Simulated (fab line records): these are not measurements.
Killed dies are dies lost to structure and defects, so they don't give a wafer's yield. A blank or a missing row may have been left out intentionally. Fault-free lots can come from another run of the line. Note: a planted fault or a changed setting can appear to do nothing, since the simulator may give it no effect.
fab line records | flow n5Finfet
record lots=10 | wafers=30 | lastDay=17
route steps=1938 shown BEOL_M13@1669 PASSIVATION@1936
lots untouched by any fault: they come from a run of this same line in which no faults occurred
startH: hours from the record's opening day to when the first of the lot's shown wafers began | waitH: hours since the lot's step before | " unchanged from the row above | L1.1+2: a row that stands for several wafers | - value missing, or start not given | * or withheld: withheld | < > ~ a bound
route shown NAME@n: a module of which the file shows steps, and the number in the route of the first | usual: mean and standard deviation over wafers with no fault | same: alike in all rows | chamber/n: place in a boat | sites: per-site readings | _std_site: standard deviation across them | _edge_site: outer sites' mean less inner sites' | radiusMm: how far each site lies from the wafer's centre | mask NAME#n: copy n | behind: tool/chamber where the wafer was last shaped | hold: why the lot was held/for how many hours/how that ended | device: the n, p or np transistor that did not switch | end of line: at the end of the route, the tests of the same wafers | a step without rows: its recipe alone | killed: at the first sort, the dies lost to defects and structure; wafer yield is something else | map: per-die view of a wafer (x killed, . not killed, _ where there is no die)
set.NAME: the setting the step ran with; set.NAME@STEP: the setting that earlier step ran with | model.NAME: the simulator's own value behind a step, which no gauge read
steps of the route over a sample of lots; a table a step, a row a wafer
services: a tool's chamber out of use, with start hour (startH, from the record's first day; less than 0 if before it), hours out, and reason
## steps
# step N5_BEOL_M13_CD_MEAS_10
# recipe targetCdNm=190 | landingEnergyEv=500 | detector=seInlens | polarity=opening
# usual cdNm=190.6/1.7
lot.wafer | tool     | chamber | startH | waitH | cdNm
L706.3    | cdSem-01 | 0       | 228.95 | -     | 190.8
L706.5    | "        | 0       | "      | "     | 192.0
L706.6    | "        | 0       | "      | "     | 191.2
L708.3    | cdSem-03 | 0       | 244.20 | -     | 188.1
L708.4    | "        | 0       | "      | "     | 187.8
L708.6    | "        | 0       | "      | "     | 187.6
L710.1    | cdSem-03 | 0       | 258.21 | -     | 191.0
L710.3    | "        | 0       | "      | "     | 190.4
L710.6    | "        | 0       | "      | "     | 191.0
L713.2    | cdSem-01 | 0       | 275.61 | -     | 187.7
L713.5    | "        | 0       | "      | "     | 189.2
L713.6    | "        | 0       | "      | "     | 189.1
L715.3    | cdSem-01 | 0       | 287.47 | -     | 191.1
L715.4    | "        | 0       | "      | "     | 190.0
L715.5    | "        | 0       | "      | "     | 190.3
L718.2    | cdSem-01 | 0       | 298.69 | -     | 187.1
L718.3    | "        | 0       | "      | "     | 190.0
L718.5    | "        | 0       | "      | "     | 190.0
L726.1    | cdSem-02 | 0       | 350.83 | -     | 191.0
L726.2    | "        | 0       | "      | "     | 191.3
L726.3    | "        | 0       | "      | "     | 190.1
L727.2    | cdSem-03 | 0       | 357.25 | -     | 191.1
L727.3    | "        | 0       | "      | "     | 190.0
L727.5    | "        | 0       | "      | "     | 190.0
L728.2    | cdSem-02 | 0       | 362.76 | -     | 189.7
L728.4    | "        | 0       | "      | "     | 189.8
L728.5    | "        | 0       | "      | "     | 187.7
L729.1    | cdSem-02 | 0       | 372.71 | -     | 191.7
L729.3    | "        | 0       | "      | "     | 191.2
L729.5    | "        | 0       | "      | "     | 192.1
# step N5_BEOL_M13_ETCH_59
# recipe chemistry=N2/H2 | target=BARC | targetDepthA=890 | overetchA=267 | timeS=67.9 | ionEnergyEv=200 | pressureMtorr=30 | sourceW=840 | biasW=150 | n2FlowSccm=200 | h2FlowSccm=200
# usual drypumpMotorCurrentA=5.7/0.35 | oesProductAu=0.66/0.072 | rfVppV=523.5/2.4 | showerheadPlenumPTorr=2.53/0.076 | throttleValvePct=17.95/0.26
lot.wafer | tool       | chamber | startH | waitH | drypumpMotorCurrentA | oesProductAu | rfHoursCounterH | rfVppV | showerheadPlenumPTorr | throttleValvePct
L706.3    | rieDiel-04 | 0       | 229.08 | 0.0   | 4.7                  | 0.58         | 218             | 519.7  | 2.41                  | 18.27
L706.5    | "          | 3       | "      | "     | 6.0                  | 0.60         | -               | 523.1  | 2.50                  | 18.27
L706.6    | "          | 2       | "      | "     | 5.7                  | 0.61         | -               | 524.7  | 2.63                  | 17.58
L708.3    | rieDiel-01 | 2       | 244.32 | 0.0   | 6.3                  | 0.62         | 186             | 523.3  | 2.53                  | 18.11
L708.4    | "          | 1       | "      | "     | 6.0                  | 0.73         | 50              | 525.7  | 2.57                  | 17.47
L708.6    | "          | 1       | "      | "     | 6.0                  | 0.72         | -               | 524.2  | 2.57                  | 17.48
L710.1    | rieDiel-01 | 2       | 258.34 | 0.0   | 6.2                  | 0.61         | 190             | 521.6  | 2.53                  | 18.12
L710.3    | "          | 3       | "      | "     | 5.8                  | 0.62         | 203             | 519.4  | 2.43                  | 17.90
L710.6    | "          | 1       | "      | "     | 6.0                  | 0.73         | -               | 525.3  | 2.57                  | 17.47
L713.2    | rieDiel-03 | 3       | 276.02 | 0.0   | 5.3                  | 0.63         | 209             | 527.3  | 2.62                  | 17.94
L713.5    | "          | 3       | "      | "     | 5.3                  | 0.62         | -               | 527.6  | 2.62                  | 17.96
L713.6    | "          | 2       | "      | "     | 5.5                  | 0.62         | -               | 519.2  | 2.42                  | 18.18
L715.3    | rieDiel-01 | 1       | 287.78 | 0.0   | 6.0                  | 0.72         | 63              | 524.4  | 2.56                  | 17.50
L715.4    | "          | 0       | "      | "     | 5.3                  | 0.78         | 25              | 524.2  | 2.58                  | 17.86
L715.5    | "          | 1       | "      | "     | 6.0                  | 0.71         | -               | 525.8  | 2.56                  | 17.48
L718.2    | rieDiel-01 | 1       | 298.82 | 0.0   | 6.0                  | 0.71         | 66              | 526.1  | 2.56                  | 17.51
L718.3    | "          | 0       | "      | "     | 5.3                  | 0.77         | 29              | 523.4  | 2.58                  | 17.84
L718.5    | "          | 1       | "      | "     | 6.0                  | 0.71         | -               | 525.4  | 2.56                  | 17.49
L726.1    | rieDiel-03 | 1       | 350.96 | 0.0   | 5.7                  | 0.60         | 238             | 522.2  | 2.50                  | 18.12
L726.2    | "          | 2       | "      | "     | 5.5                  | 0.61         | 220             | 521.5  | 2.41                  | 18.24
L726.3    | "          | 0       | "      | "     | 5.7                  | 0.59         | 203             | 526.4  | 2.64                  | 18.28
L727.2    | rieDiel-03 | 2       | 357.37 | 0.0   | 5.5                  | 0.61         | 222             | 521.4  | 2.41                  | 18.21
L727.3    | "          | 1       | "      | "     | 5.7                  | 0.61         | 240             | 523.3  | 2.50                  | 18.13
L727.5    | "          | 1       | "      | "     | 5.8                  | 0.61         | -               | 522.1  | 2.50                  | 18.12
L728.2    | rieDiel-01 | 3       | 362.88 | 0.0   | 5.8                  | 0.59         | 236             | 520.4  | 2.41                  | 17.96
L728.4    | "          | 0       | "      | "     | 5.3                  | 0.74         | 49              | 525.7  | 2.57                  | 17.88
L728.5    | "          | 1       | "      | "     | 6.0                  | 0.69         | -               | 524.3  | 2.55                  | 17.54
L729.1    | rieDiel-03 | 3       | 372.83 | 0.0   | 5.2                  | 0.61         | 228             | 524.6  | 2.61                  | 18.00
L729.3    | "          | 0       | "      | "     | 5.7                  | 0.59         | 210             | 526.4  | 2.64                  | 18.27
L729.5    | "          | 2       | "      | "     | 5.5                  | 0.60         | -               | 519.2  | 2.40                  | 18.23
# step N5_BEOL_M13_INSPECT_30
# recipe mode=adi | inspectInstrument=macro
# usual rawDefectCount=2.1/1.3
lot.wafer | tool             | chamber | startH | waitH | rawDefectCount
L706.3    | defectInspect-01 | -       | 229.96 | 0.0   | 4
L706.5    | "                | -       | "      | "     | 2
L706.6    | "                | -       | "      | "     | 1
L708.3    | defectInspect-01 | -       | 245.36 | 0.0   | 3
L708.4    | "                | -       | "      | "     | 1
L708.6    | "                | -       | "      | "     | 1
L710.1    | defectInspect-02 | -       | 259.34 | 0.0   | 1
L710.3    | "                | -       | "      | "     | 1
L710.6    | "                | -       | "      | "     | 0
L713.2    | defectInspect-02 | -       | 277.02 | 0.0   | 1
L713.5    | "                | -       | "      | "     | 1
L713.6    | "                | -       | "      | "     | 2
L715.3    | defectInspect-01 | -       | 288.82 | 0.1   | >300
L715.4    | "                | -       | "      | "     | >300
L715.5    | "                | -       | "      | "     | >300
L718.2    | defectInspect-02 | -       | 299.69 | 0.0   | >300
L718.3    | "                | -       | "      | "     | >300
L718.5    | "                | -       | "      | "     | >300
L726.1    | defectInspect-01 | -       | 352.00 | 0.0   | 4
L726.2    | "                | -       | "      | "     | 1
L726.3    | "                | -       | "      | "     | 2
L727.2    | defectInspect-02 | -       | 358.25 | 0.0   | 0
L727.3    | "                | -       | "      | "     | 4
L727.5    | "                | -       | "      | "     | 4
L728.2    | defectInspect-02 | -       | 363.76 | 0.0   | 3
L728.4    | "                | -       | "      | "     | 3
L728.5    | "                | -       | "      | "     | 0
L729.1    | defectInspect-02 | -       | 373.76 | 0.0   | 1
L729.3    | "                | -       | "      | "     | 2
L729.5    | "                | -       | "      | "     | 3
# step N5_BEOL_M13_DESCUM_33
# recipe chemistry=O2 | timeS=7.9 | sourcePowerW=50 | biasPowerW=20 | pressureMtorr=20 | rfFrequencyHz=2.712e+07 | tempC=40 | o2FlowSccm=225
# usual drypumpMotorCurrentA=5.7/0.37 | oesProductAu=0.76/0.095 | rfVppV=243.0/1.3 | showerheadPlenumPTorr=2.09/0.064 | throttleValvePct=20.58/0.26
lot.wafer | tool       | chamber | startH | waitH | drypumpMotorCurrentA | oesProductAu | rfHoursCounterH | rfVppV | showerheadPlenumPTorr | throttleValvePct
L706.3    | rieDiel-04 | 2       | 230.00 | 0.0   | 5.8                  | 0.71         | 199             | 245.7  | 2.17                  | 20.21
L706.5    | "          | 0       | "      | "     | 4.7                  | 0.67         | -               | 242.5  | 2.00                  | 20.73
L706.6    | "          | 1       | "      | "     | 6.1                  | 0.95         | -               | 241.4  | 2.05                  | 20.18
L708.3    | rieDiel-03 | 1       | 245.86 | 0.5   | 5.8                  | 0.73         | 202             | 242.7  | 2.09                  | 20.75
L708.4    | "          | 1       | "      | "     | 5.7                  | 0.72         | -               | 243.0  | 2.09                  | 20.74
L708.6    | "          | 2       | "      | "     | 5.5                  | 0.73         | -               | 241.9  | 2.00                  | 20.74
L710.1    | rieDiel-04 | 3       | 259.37 | 0.0   | 6.0                  | 0.69         | 243             | 241.8  | 2.08                  | 21.00
L710.3    | "          | 2       | "      | "     | 5.7                  | 0.70         | 209             | 243.9  | 2.17                  | 20.23
L710.6    | "          | 1       | "      | "     | 6.0                  | 0.92         | -               | 242.1  | 2.04                  | 20.19
L713.2    | rieDiel-03 | 0       | 277.05 | 0.0   | 5.7                  | 0.71         | 176             | 244.6  | 2.18                  | 20.76
L713.5    | "          | 3       | "      | "     | 5.2                  | 0.73         | -               | 243.3  | 2.17                  | 20.74
L713.6    | "          | 2       | "      | "     | 5.5                  | 0.71         | -               | 242.2  | 2.00                  | 20.74
L715.3    | rieDiel-01 | 3       | 288.85 | 0.0   | 5.8                  | 0.70         | 212             | 241.5  | 2.01                  | 20.56
L715.4    | "          | 2       | "      | "     | 6.3                  | 0.70         | 200             | 242.1  | 2.09                  | 20.74
L715.5    | "          | 3       | "      | "     | 5.8                  | 0.70         | -               | 241.3  | 2.01                  | 20.57
L718.2    | rieDiel-04 | 2       | 300.30 | 0.6   | 5.7                  | 0.70         | 223             | 244.8  | 2.16                  | 20.25
L718.3    | "          | 0       | "      | "     | 4.7                  | 0.65         | 239             | 242.0  | 1.99                  | 20.77
L718.5    | "          | 2       | "      | "     | 5.7                  | 0.70         | -               | 245.0  | 2.16                  | 20.25
L726.1    | rieDiel-01 | 0       | 352.04 | 0.0   | 5.3                  | 0.88         | 45              | 244.0  | 2.14                  | 20.60
L726.2    | "          | 1       | "      | "     | 6.0                  | 0.80         | 86              | 243.8  | 2.09                  | 20.04
L726.3    | "          | 3       | "      | "     | 5.8                  | 0.68         | 232             | 240.9  | 2.00                  | 20.57
L727.2    | rieDiel-03 | 2       | 358.28 | 0.0   | 5.5                  | 0.70         | 222             | 241.9  | 1.99                  | 20.77
L727.3    | "          | 1       | "      | "     | 5.8                  | 0.70         | 240             | 243.0  | 2.08                  | 20.82
L727.5    | "          | 2       | "      | "     | 5.5                  | 0.69         | -               | 241.0  | 1.99                  | 20.77
L728.2    | rieDiel-01 | 2       | 363.79 | 0.0   | 6.3                  | 0.67         | 227             | 243.2  | 2.08                  | 20.78
L728.4    | "          | 3       | "      | "     | 5.8                  | 0.69         | 236             | 240.5  | 2.00                  | 20.60
L728.5    | "          | 0       | "      | "     | 5.3                  | 0.87         | -               | 242.3  | 2.14                  | 20.60
L729.1    | rieDiel-03 | 2       | 373.93 | 0.2   | 5.5                  | 0.69         | 227             | 240.5  | 1.99                  | 20.77
L729.3    | "          | 3       | "      | "     | 5.2                  | 0.70         | 229             | 243.1  | 2.17                  | 20.77
L729.5    | "          | 1       | "      | "     | 5.8                  | 0.70         | -               | 242.8  | 2.08                  | 20.82
# step N5_BEOL_M13_ETCH_68
# recipe chemistry=N2/H2 | target=SOC | maskMaterial=SiARC | sourceW=3000 | biasW=350 | tempC=40 | timeS=355 | ionEnergyEv=200 | pressureMtorr=30 | n2FlowSccm=200 | h2FlowSccm=200
# usual drypumpMotorCurrentA=5.7/0.36 | oesProductAu=0.76/0.092 | rfVppV=523.5/2.4 | showerheadPlenumPTorr=2.52/0.08 | throttleValvePct=17.86/0.25
lot.wafer | tool       | chamber | startH | waitH | drypumpMotorCurrentA | oesProductAu | rfHoursCounterH | rfVppV | showerheadPlenumPTorr | throttleValvePct
L706.3    | rieDiel-04 | 2       | 230.18 | 0.1   | 5.7                  | 0.71         | 199             | 526.0  | 2.63                  | 17.46
L706.5    | "          | 0       | "      | "     | 4.7                  | 0.68         | -               | 519.3  | 2.41                  | 18.14
L706.6    | "          | 1       | "      | "     | 6.1                  | 0.94         | -               | 523.3  | 2.49                  | 17.51
L708.3    | rieDiel-03 | 1       | 246.04 | 0.1   | 5.7                  | 0.74         | 202             | 523.6  | 2.51                  | 17.96
L708.4    | "          | 1       | "      | "     | 5.7                  | 0.74         | -               | 522.5  | 2.51                  | 17.94
L708.6    | "          | 2       | "      | "     | 5.5                  | 0.72         | -               | 520.9  | 2.42                  | 18.06
L710.1    | rieDiel-04 | 3       | 259.55 | 0.1   | 6.0                  | 0.68         | 243             | 522.8  | 2.50                  | 18.18
L710.3    | "          | 2       | "      | "     | 5.8                  | 0.71         | 209             | 526.7  | 2.62                  | 17.49
L710.6    | "          | 1       | "      | "     | 6.1                  | 0.92         | -               | 521.7  | 2.49                  | 17.53
L713.2    | rieDiel-03 | 0       | 277.24 | 0.1   | 5.7                  | 0.71         | 176             | 526.2  | 2.66                  | 18.13
L713.5    | "          | 3       | "      | "     | 5.2                  | 0.71         | -               | 525.5  | 2.61                  | 17.86
L713.6    | "          | 2       | "      | "     | 5.5                  | 0.71         | -               | 522.1  | 2.42                  | 18.08
L715.3    | rieDiel-01 | 3       | 289.03 | 0.1   | 5.8                  | 0.70         | 213             | 521.1  | 2.42                  | 17.80
L715.4    | "          | 2       | "      | "     | 6.3                  | 0.70         | 200             | 524.4  | 2.53                  | 18.02
L715.5    | "          | 3       | "      | "     | 5.8                  | 0.71         | -               | 521.1  | 2.42                  | 17.82
L718.2    | rieDiel-04 | 2       | 300.48 | 0.1   | 5.7                  | 0.70         | 223             | 526.3  | 2.62                  | 17.51
L718.3    | "          | 0       | "      | "     | 4.7                  | 0.67         | 239             | 519.6  | 2.40                  | 18.18
L718.5    | "          | 2       | "      | "     | 5.7                  | 0.70         | -               | 524.9  | 2.62                  | 17.52
L726.1    | rieDiel-01 | 0       | 352.22 | 0.1   | 5.3                  | 0.88         | 45              | 525.4  | 2.57                  | 17.76
L726.2    | "          | 1       | "      | "     | 6.0                  | 0.80         | 86              | 524.2  | 2.55                  | 17.43
L726.3    | "          | 3       | "      | "     | 5.8                  | 0.68         | 232             | 519.9  | 2.41                  | 17.84
L727.2    | rieDiel-03 | 2       | 358.46 | 0.1   | 5.5                  | 0.70         | 222             | 520.2  | 2.41                  | 18.11
L727.3    | "          | 1       | "      | "     | 5.7                  | 0.70         | 240             | 523.3  | 2.50                  | 18.00
L727.5    | "          | 2       | "      | "     | 5.5                  | 0.70         | -               | 521.1  | 2.41                  | 18.11
L728.2    | rieDiel-01 | 2       | 363.97 | 0.1   | 6.3                  | 0.67         | 227             | 523.8  | 2.51                  | 18.07
L728.4    | "          | 3       | "      | "     | 5.8                  | 0.68         | 236             | 520.6  | 2.41                  | 17.87
L728.5    | "          | 0       | "      | "     | 5.3                  | 0.87         | -               | 525.6  | 2.57                  | 17.78
L729.1    | rieDiel-03 | 2       | 374.11 | 0.1   | 5.5                  | 0.68         | 227             | 520.4  | 2.40                  | 18.13
L729.3    | "          | 3       | "      | "     | 5.3                  | 0.71         | 229             | 525.7  | 2.61                  | 17.88
L729.5    | "          | 1       | "      | "     | 5.7                  | 0.69         | -               | 523.5  | 2.50                  | 18.05
# step N5_PASSIVATION_PROBE_49
# usual defectLimitedYield=90.9/1.5 | killed_at_M0_to_M3=36/9.9 | killed_at_M4_up=13/4.5 | killedAtContacts=13/6.4 | killedAtFrontEnd=42/12 | killedAtOther=3.4/3 | killedDies=107/18 | killedOnRim=14/4.3 | killedOpen=69/13 | killedShort=35/8.2 | sort_bin_5_function=5.3/1.1 | sort_bin_6_memory=3.4/0.69 | sortNPass=1073/18 | sortYieldPct=90.9/1.5
# same grossDies=1180 | killedAtBackSide=0 | sort_bin_4_leakage[%]=0 | sort_bin_8_speed[%]=0
lot.wafer | tool      | chamber | startH | waitH | defectLimitedYield[%] | killed_at_M0_to_M3 | killed_at_M4_up | killedAtContacts | killedAtFrontEnd | killedAtOther | killedDies | killedOnRim | killedOpen | killedShort | sort_bin_5_function[%] | sort_bin_6_memory[%] | sortNPass | sortYieldPct[%]
L715.3    | prober-01 | -       | 317.85 | 0.1   | 86.1                  | 29                 | 81              | 8                | 40               | 6             | 164        | 24          | 66         | 25          | 8.5                    | 3.7                  | 1016      | 86.1
L715.4    | prober-01 | -       | 317.90 | 0.2   | 82.8                  | 27                 | 97              | 7                | 66               | 6             | 203        | 28          | 70         | 45          | 11.0                   | 4.4                  | 977       | 82.8
L715.5    | prober-01 | -       | 317.95 | 0.2   | 85.5                  | 31                 | 79              | 6                | 52               | 3             | 171        | 32          | 61         | 42          | 9.1                    | 3.6                  | 1009      | 85.5
L718.2    | prober-01 | -       | 331.63 | 0.1   | 84.5                  | 41                 | 98              | 7                | 35               | 2             | 183        | 32          | 78         | 31          | 9.8                    | 4.0                  | 997       | 84.5
L718.3    | prober-01 | -       | 331.68 | 0.1   | 85.3                  | 26                 | 107             | 7                | 32               | 1             | 173        | 23          | 64         | 25          | 9.5                    | 3.6                  | 1007      | 85.3
L718.5    | prober-01 | -       | 331.78 | 0.2   | 84.3                  | 37                 | 85              | 11               | 51               | 1             | 185        | 33          | 65         | 41          | 9.7                    | 3.9                  | 995       | 84.3
# killed by level:class
L715.3 BEOL_M13:unspecified=73 FIN_SAQP:geometricParticle:short=12 BEOL_M2:geometricParticle:open=11 BEOL_M3:geometricParticle:open=9 FIN_SAQP:geometricParticle:open=6 STI_FIN_REVEAL:geometricParticle:open=6 MOL_CONTACT_COAG:geometricParticle:open=6 ILD0:geometricParticle:open=5
L715.4 BEOL_M13:unspecified=88 FIN_SAQP:geometricParticle:short=18 FIN_SAQP:geometricParticle:open=13 STI_FIN_REVEAL:geometricParticle:open=10 BEOL_M1:geometricParticle:open=7 GATE_CUT:geometricParticle:short=6 STARTING-WAFER:geometricParticle:short=5 BEOL_M0_SAQP:geometricParticle:open=5
L715.5 BEOL_M13:unspecified=65 FIN_SAQP:geometricParticle:open=8 FIN_SAQP:geometricParticle:short=8 BEOL_M0_SAQP:geometricParticle:short=7 STI_FIN_REVEAL:geometricParticle:open=5 GATE_CUT:geometricParticle:short=5 BEOL_M1:geometricParticle:open=5 BEOL_M3:geometricParticle:open=5
L718.2 BEOL_M13:unspecified=73 BEOL_M4:geometricParticle:open=17 BEOL_M1:geometricParticle:open=9 BEOL_M3:geometricParticle:open=9 FIN_SAQP:geometricParticle:open=6 MOL_CONTACT_COAG:geometricParticle:open=6 FIN_SAQP:geometricParticle:short=5 BEOL_M0:geometricParticle:open=5
L718.3 BEOL_M13:unspecified=83 BEOL_M4:geometricParticle:open=15 FIN_SAQP:geometricParticle:open=9 BEOL_M1:geometricParticle:open=8 DUMMY_GATE:geometricParticle:open=7 BEOL_M3:geometricParticle:open=7 FIN_SAQP:geometricParticle:short=5 MOL_CONTACT_COAG:geometricParticle:open=5
L718.5 BEOL_M13:unspecified=69 MOL_CONTACT_COAG:geometricParticle:open=10 FIN_SAQP:geometricParticle:open=9 BEOL_M2:geometricParticle:open=9 HKMG_FIN:areaEtch=8 FIN_SAQP:geometricParticle:short=7 ILD0:geometricParticle:short=7 GATE_CUT:geometricParticle:short=7
## services
tool       | chamber | startH | hours | kind
rieDiel-04 | 0       | 241.77 | 2.9   | repair
rieDiel-03 | 3       | 243.02 | 4.6   | repair
rieDiel-04 | 3       | 266.66 | 7.7   | repair
rieDiel-04 | 3       | 288.44 | -     | clean
rieDiel-04 | 3       | 288.44 | -     | consumableReplace:focusRing
rieDiel-04 | 3       | 288.44 | 14.5  | scheduledDown
rieDiel-04 | 3       | 288.44 | 14.5  | ventCycle
rieDiel-03 | 2       | 305.25 | 9.0   | repair
rieDiel-01 | 3       | 312.30 | 7.9   | repair
rieDiel-01 | 0       | 314.42 | 5.3   | repair
rieDiel-01 | 0       | 332.02 | 2.5   | repair
rieDiel-04 | 0       | 340.23 | 7.5   | repair
rieDiel-04 | 2       | 341.48 | 8.4   | repair
rieDiel-04 | 0       | 350.00 | -     | clean
rieDiel-04 | 0       | 350.00 | -     | consumableReplace:focusRing
rieDiel-04 | 0       | 350.00 | -     | consumableReplace:showerhead
rieDiel-04 | 0       | 350.00 | 27.5  | scheduledDown
rieDiel-04 | 0       | 350.00 | 27.5  | ventCycle
rieDiel-03 | -       | 354.71 | 1.2   | repair
## key
firstSign step=N5_BEOL_M13_INSPECT_30 | reading=rawDefectCount | direction=up | sigmas=99+ | usual=2.1 | struck=>300
effect step=N5_PASSIVATION_PROBE_49 | reading=killed_at_M4_up | direction=up | sigmas=18 | usual=13 | struck=91
moreKillsBornAt N5_BEOL_M13_ETCH_59@rieDiel-01=451
metAt N5_BEOL_M13_ETCH_59
struckLots L715,L718
notActingAt N5_BEOL_M13_CD_MEAS_10,N5_BEOL_M13_DESCUM_33,N5_BEOL_M13_ETCH_68
onsetBetween 258.34 287.78
fault kind=chamberParticleSource | tool=rieDiel-01 | chamber=- | onsetH=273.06 | steps=N5_BEOL_M13_ETCH_59 | ratePerVisitCm2=0.63673 | endH=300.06
